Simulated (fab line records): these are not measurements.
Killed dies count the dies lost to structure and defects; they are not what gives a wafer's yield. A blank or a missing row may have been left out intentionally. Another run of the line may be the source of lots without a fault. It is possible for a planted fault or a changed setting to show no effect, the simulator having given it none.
The same fault as seen by 3 desks    flow n5Finfet    what lay behind the numbers comes last; until then each desk has only its own

== DESK OF THE TOOL OWNER: rieSi-02 ==
The tool's own readings at N5_FIN_SAQP_MANDREL_ETCH_58 (etches a-Si in HBr/Cl2, stops on SiNx, target depth 45 nm, bt time 10 s, time 27 s): means of the sampled wafers that have a number, for each lot that ran on this tool. A lot is out of limits, marked OUT, if its mean lies more than 4 standard deviations from the usual mean; the brackets give that distance.
Columns: A = HBr_flow_sccm at N5_FIN_SAQP_MANDREL_ETCH_58, usual 149.9 sccm; B = biasW at N5_FIN_SAQP_MANDREL_ETCH_58, usual 74.95 W; C = drypumpMotorCurrentA at N5_FIN_SAQP_MANDREL_ETCH_58, usual 5.9 A; D = oesProductAu at N5_FIN_SAQP_MANDREL_ETCH_58, usual 0.697 a.u.; E = throttleValvePct at N5_FIN_SAQP_MANDREL_ETCH_58, usual 35.51 %
lot   first seen here  A      B      C    D      E
L723  day 3 02:34      149.4  75.28  6.2  0.700  35.62
L738  day 6 19:28      150.0  74.96  5.7  0.688  35.56
L739  day 7 00:52      149.8  74.91  6.1  0.690  35.53
L740  day 7 06:39      150.1  74.88  6.0  0.686  35.53
L742  day 7 17:47      149.7  74.71  5.9  0.706  35.65
Result from this desk: across the 5 lots, nothing is out of limits.

== AT THE METROLOGY DESK ==
What the gauges read, lot by lot, whatever tool the lot ran on: means of the sampled wafers that have a number. A lot is out of limits, marked OUT, if its mean lies more than 4 standard deviations from the usual mean; the brackets give that distance. 7 of its 11 readings are shown, namely those furthest out on some lot.
Columns: A = cdNm at N5_FIN_SAQP_CD_MEAS_27, usual 20.31 nm; B = IOFF_N at N5_BEOL_M4_RC_MEAS_101, usual 0.16 nA/um; C = IOFF_P at N5_BEOL_M4_RC_MEAS_101, usual 0.21 nA/um; D = ION_N at N5_BEOL_M4_RC_MEAS_101, usual 678 uA/um; E = SS_N at N5_BEOL_M4_RC_MEAS_101, usual 71.5 mV/dec; F = VT_N at N5_BEOL_M4_RC_MEAS_101, usual 249 mV; G = VT_P at N5_BEOL_M4_RC_MEAS_101, usual -250 mV
lot   first seen here  A      B     C     D    E     F    G
L723  day 3 02:22      20.40  0.12  0.16  660  70.7  255  -257
L724  day 3 08:03      20.37  0.15  0.19  677  71.5  248  -253
L733  day 5 12:28      20.45  -     -     -    -     -    -
L734  day 5 18:54      20.21  -     -     -    -     -    -
L738  day 6 19:14      20.04  0.13  0.17  661  71.4  254  -252
L739  day 7 00:40      20.33  0.13  0.16  665  70.8  253  -255
L740  day 7 06:28      20.45  0.16  0.24  683  71.5  248  -246
L742  day 7 17:26      20.21  0.15  0.20  686  71.6  249  -252
Result from this desk: across the 8 lots, nothing is out of limits.

== THE DEFECT DESK ==
What the inspections along the route counted, lot by lot: means of the sampled wafers that have a number. A lot is out of limits, marked OUT, if its mean lies more than 4 standard deviations from the usual mean; the brackets give that distance.
Columns: A = rawDefectCount at N5_FIN_SAQP_INSPECT_18, usual 364
lot   first seen here  A
L723  day 3 00:05      445
L724  day 3 05:07      328
L733  day 5 09:46      625
L734  day 5 16:01      253
L738  day 6 15:58      406
L739  day 6 22:04      329
L740  day 7 04:17      359
L742  day 7 15:07      337
Result from this desk: across the 8 lots, nothing is out of limits.

== PUT TOGETHER ==
The desk of the tool owner found nothing out of limits.
From the metrology desk's view, nothing was out of limits.
Nothing the defect desk looked at was out of limits.

== WHAT WAS PUT IN BY THE SIMULATOR ==
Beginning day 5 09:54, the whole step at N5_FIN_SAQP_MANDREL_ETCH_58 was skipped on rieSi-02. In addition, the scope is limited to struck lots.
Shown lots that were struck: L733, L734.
